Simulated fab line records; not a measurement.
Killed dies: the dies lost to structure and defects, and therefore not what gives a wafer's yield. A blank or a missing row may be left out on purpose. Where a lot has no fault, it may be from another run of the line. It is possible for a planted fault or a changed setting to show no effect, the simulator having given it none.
Struck lot and sound lot, side by side ; flow n5-finfet ; 16 out of 1938 route steps
Sound: the wafers L214.2, L214.3, L214.5. Struck: wafer L226.5; the same lot's L226.3 was not struck, so it is left out; see the end for the cause.
Each step with rows lists, per side, the tool, then ch with its chambers, then its first start. Under that, the readings that differ: sound wafers ; struck wafers ; difference of the means ; sigmas: that difference in standard deviations of wafers without a fault.
alike: words and numbers the same on both sides, and readings whose means are apart by under 2 such deviations; not compared: readings that were withheld, readings missing a value for some wafer, numbers with overlapping values and no deviation given by the record, and bounds like >300 which may hide the same value.
The two part at a step that has a row with sigmas, a row that says differs or no value, or rows on one side only. When numbers do not overlap yet have no deviation, they are printed without sigmas and do not part them. Lack of a reading on every wafer of one side parts them only where that side has two or more wafers.

N5_MOL_CONTACT_COAG_DESCUM_45: chemistry O2, time 7 s.
  sound on rie-diel-03 ch 2,3, day 5 18:00; struck on rie-diel-03 ch 1, day 8 22:27
reading;sound;struck;difference;sigmas
throttle-valve-pct (%);20.56 20.81 20.79;20.11;-0.61;-3
  alike: drypump-motor-current-A, oes-product-au, rf-vpp-V, showerhead-plenum-p-Torr
  not compared: rf-hours-counter-h
N5_MOL_CONTACT_COAG_ETCH_65: etches underlayer in N2/H2, target depth 13 nm, time 10.4 s.
  sound on rie-diel-03 ch 2,3, day 5 18:02; struck on rie-diel-03 ch 1, day 8 22:29
reading;sound;struck;difference;sigmas
throttle-valve-pct (%);17.97 18.12 18.11;17.44;-0.63;-3
  alike: drypump-motor-current-A, etch-rf-on-time-s, n2-flow-sccm, oes-product-au, rf-vpp-V, showerhead-plenum-p-Torr
  not compared: rf-hours-counter-h
then, 1 step without rows for these wafers: N5_MOL_CONTACT_COAG_ETCH_66 (etches SiARC in CF4, target depth 13 nm, time 21.7 s).
N5_MOL_CONTACT_COAG_ALD_133: deposits SiO2, target thk 5 nm, pulse time 1 s, co reactant pulse time 1 s.
  sound on ald-sin-03 ch 0,2, day 5 18:08; struck on ald-sin-01 ch 1, day 8 22:58
  alike: heater-power-w, precursor-pulse-height-rel
N5_MOL_CONTACT_COAG_ETCHBACK_134: etches SiO2 in CHF3, target depth 10 nm, time 6.7 s.
  sound on rie-diel-03 ch 2,3, day 5 18:19; struck on rie-diel-01 ch 0, day 8 23:09
  alike: drypump-motor-current-A, oes_ar_750_au, oes_f_703_au, oes-product-au, rf-vpp-V, showerhead-plenum-p-Torr, throttle-valve-pct
  not compared: rf-hours-counter-h
N5_MOL_CONTACT_COAG_ETCH_67: etches SOC in N2/H2, target depth 60 nm, overetch 21 nm, time 101.2 s.
  sound on rie-diel-03 ch 2,3, day 5 18:21; struck on rie-diel-01 ch 0, day 8 23:11
  alike: drypump-motor-current-A, n2-flow-sccm, oes-product-au, rf-vpp-V, showerhead-plenum-p-Torr, throttle-valve-pct
  not compared: rf-hours-counter-h
then, 6 steps without rows for these wafers: N5_MOL_CONTACT_COAG_STRIP_68 (strips in N2/H2); N5_MOL_CONTACT_COAG_STRIP_69 (strips in N2/H2); N5_MOL_CONTACT_COAG_ETCHBACK_136 (etches SiO2 in CHF3, target depth 25 nm, time 16.7 s); N5_MOL_CONTACT_COAG_STRIP_120 (strips in CHF3); N5_MOL_CONTACT_COAG_VIA_ETCH_117 (etches SiO2 in C4F6/O2, target depth 40 nm, overetch 8 nm, time 26 s); N5_MOL_CONTACT_COAG_ETCH_124 (etches SiNx in CH3F/O2, stops on SiOC, target depth 6.5 nm).
N5_MOL_CONTACT_COAG_ETCH_48: etches SiOC in C4F6/O2, target depth 15 nm, overetch 4.5 nm, time 17 s.
  sound on rie-diel-03 ch 2,3, day 5 18:32; struck on rie-diel-01 ch 0, day 8 23:23
reading;sound;struck;difference;sigmas
model.SOC_of_MOL_CONTACT_COAG_COAT_62.thk-nm (nm);46 46.2 45.8;44.6;-1.4;
  alike: drypump-motor-current-A, oes_ar_750_au, oes_f_703_au, oes_o_777_au, oes-product-au, rf-vpp-V, showerhead-plenum-p-Torr, throttle-valve-pct
  not compared: rf-hours-counter-h
then, 1 step without rows for these wafers: N5_MOL_CONTACT_COAG_STRIP_72 (strips in N2/H2).
-- a jump in the record: the struck wafers' starts before and after are 3 days apart (it breaks off in module MOL_CONTACT_COAG and resumes in module BEOL_M4, where the first step shown is number 1111 of the route) --
N5_BEOL_M4_RC_MEAS_101:
  sound on prober-01 ch 0, day 8 07:33; struck on prober-01 ch 0, day 11 14:00
reading;sound;struck;difference;sigmas
IOFF_N (nA/um);0.13 0.13 0.13;0.22;+0.09;+3
IOFF_P (nA/um);0.20 0.20 0.20;0.32;+0.12;+3
ION_P (uA/um);458 456 459;476;+18;+2
SS_N (mV/dec);71.0 70.8 70.8;72.2;+1.3;+2
VT_N (mV);254 255 253;246;-8;-2
VT_P (mV);-250 -252 -251;-241;+10;+3
  alike: DIBL_N, DIBL_P, ION_N, SS_P
N5_PASSIVATION_PROBE_49:
  the record holds rows for the sound wafers here (prober-02, day 12 08:44) but none for the struck ones

WHERE THEY PART
Earliest at N5_MOL_CONTACT_COAG_DESCUM_45; latest, in this record, at N5_PASSIVATION_PROBE_49.

WHY: what the simulator had put in
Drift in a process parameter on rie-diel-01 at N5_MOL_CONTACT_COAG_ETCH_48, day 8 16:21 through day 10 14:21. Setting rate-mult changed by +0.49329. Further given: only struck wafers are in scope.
